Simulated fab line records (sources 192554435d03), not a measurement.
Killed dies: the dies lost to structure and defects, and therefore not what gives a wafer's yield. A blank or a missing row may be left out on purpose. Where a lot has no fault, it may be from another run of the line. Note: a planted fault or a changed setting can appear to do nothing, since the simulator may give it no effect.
A lot that was struck, set against a sound lot || flow n5Finfet || 19 out of 1938 route steps
Sound: wafers L542.1, L542.4, L542.6. Struck: wafers L543.1, L543.4, L543.5. Last of all comes the cause.
For every step that has rows: the tool of each side, followed by ch and its chambers, followed by its first start. Under that, the readings that differ: sound wafers || struck wafers || difference of the means || sigmas: that difference in standard deviations of wafers without a fault.
alike: readings with means less than 2 such deviations apart, plus words and numbers identical on both sides. not compared: withheld readings, readings lacking a value on some wafer, bounds such as >300 that could conceal the same value, and numbers that have no deviation in the record and whose values overlap.
The two part at a step that has a row with sigmas, a row that says differs or no value, or rows on one side only. Numbers that have no deviation but don't overlap get no sigmas and don't part them. A reading missing from all wafers of one side parts the sides only when that side holds two or more wafers.

N5_BEOL_M4_RC_MEAS_101:
  sound on prober-01 ch 0, day 11 11:48; struck on prober-02 ch 0, day 11 23:23
{"reading": "IOFF_N (nA/um)", "sound": "0.187 0.185 0.231", "struck": "0.157 0.146 0.153", "difference": -0.049, "sigmas": -2}
  alike: DIBL_N, DIBL_P, IOFF_P, ION_N, ION_P, SS_N, SS_P, VT_N, VT_P
N5_BEOL_M5_ILD_DEP_00: deposits SiCOH lowk from DEMS/porogen, target thk 140.64 nm, time 25.9 s.
  sound on pecvd-04 ch 0,1,2, day 11 12:46; struck on pecvd-02 ch 0,1,2, day 12 00:21
  alike: heaterPowerW, showerheadPlenumPTorr, throttleValvePct
N5_BEOL_M5_CURE_79: cures SiCOH lowk, time 240 s.
  sound on uvCure-01 ch 2, day 11 12:49; struck on uvCure-01 ch 0, day 12 00:25
  alike: lampPowerPct, wafer_temp_C_max
N5_BEOL_M5_THK_MEAS_01:
  sound on filmMetro-01 at day 11 13:20; struck on filmMetro-02 at day 12 00:55
{"reading": "M5_ILD_THK (nm)", "sound": "122.8 123.6 123.0", "struck": "117.1 119.5 122.1", "difference": -3.6, "sigmas": -2}
N5_BEOL_M5_PECVD_70: deposits SiO2 from TEOS/O2, target thk 16 nm, time 18 s.
  sound on pecvd-02 ch 0,2, day 11 13:22; struck on pecvd-01 ch 0,1,2, day 12 00:58
  alike: heaterPowerW, showerheadPlenumPTorr, throttleValvePct
N5_BEOL_M5_HM_DEP_02: deposits TiN, target thk 20 nm.
  sound on pvdSputter-03 at day 11 14:06; struck on pvdSputter-02 at day 12 02:13
  alike: throttleValvePct
then, 6 steps without rows for these wafers: N5_BEOL_M5_COAT_59 (time 60 s, resist thk 60 nm); N5_BEOL_M5_COAT_60 (time 60 s, resist thk 12 nm); N5_BEOL_M5_COAT_71 (time 60 s, resist thk 5 nm); N5_BEOL_M5_COAT_05 (resist thk 30 nm); N5_BEOL_M5_EBR_07; N5_BEOL_M5_SOFTBAKE_06 (time 60 s).
N5_BEOL_M5_EXPOSE_08: exposes mask M5, target cd 28 nm.
  sound on euvScanner-01 ch 0, day 11 14:29; struck on euvScanner-02 ch 0, day 12 02:29
{"reading": "model.BEOL_M5.overlayXNm (nm)", "sound": "0 0 0", "struck": "6.4 6.4 6.4", "difference": "+6.4", "sigmas": ""}
  alike: mask, reticleTempC
then, 2 steps without rows for these wafers: N5_BEOL_M5_PEB_09 (peb time 60 s); N5_BEOL_M5_DEVELOP_10 (develop time 30 s).
N5_BEOL_M5_CD_MEAS_11: target cd 27.74 nm.
  sound on cdSem-02 ch 0, day 11 14:37; struck on cdSem-03 ch 0, day 12 02:37
  alike: cdNm
N5_BEOL_M5_OVL_MEAS_12:
  sound on overlay-02 ch 0, day 11 14:39; struck on overlay-01 ch 0, day 12 02:38
{"reading": "M5_OVL (nm)", "sound": "-0.5 -0.4 0.5", "struck": "6.6 6.3 6.3", "difference": "+6.5", "sigmas": "+11"}
N5_BEOL_M5_INSPECT_13: inspects for defects (brightfield).
  sound on defectInspect-02 at day 11 14:43; struck on defectInspect-02 at day 12 02:42
{"reading": "rawDefectCount", "sound": "637 472 684", "struck": "331 368 327", "difference": -256, "sigmas": -3}
-- record jumps: 4 days separate the struck wafers' starts on either side; left off in module BEOL_M5, taken up again in module PASSIVATION, whose first shown step is the route's number 1936 --
N5_PASSIVATION_PROBE_49:
  sound on prober-01 at day 16 00:01; struck on prober-02 at day 16 01:47
{"reading": "defectLimitedYield (%)", "sound": "89.1 90.2 90.3", "struck": "94.7 91.3 92.5", "difference": "+3.0", "sigmas": "+2"}
{"reading": "killedDies", "sound": "129 116 114", "struck": "63 103 89", "difference": -35, "sigmas": -2}
{"reading": "killedOpen", "sound": "99 75 81", "struck": "43 72 48", "difference": -31, "sigmas": -3}
{"reading": "sort_bin_6_memory (%)", "sound": "4.7 3.5 4.3", "struck": "1.6 3.6 3.1", "difference": -1.4, "sigmas": -2}
{"reading": "sortNPass", "sound": "1051 1064 1066", "struck": "1117 1077 1091", "difference": "+35", "sigmas": "+2"}
{"reading": "sortYieldPct (%)", "sound": "89.1 90.2 90.3", "struck": "94.7 91.3 92.5", "difference": "+3.0", "sigmas": "+2"}
  alike: killed_at_M0_to_M3, killed_at_M4_up, killedAtContacts, killedAtFrontEnd, killedAtOther, killedShort, sort_bin_5_function

== WHERE THEY PART ==
Last at N5_PASSIVATION_PROBE_49 as far as this record goes, first at N5_BEOL_M4_RC_MEAS_101.

WHY: whatever the simulator had introduced
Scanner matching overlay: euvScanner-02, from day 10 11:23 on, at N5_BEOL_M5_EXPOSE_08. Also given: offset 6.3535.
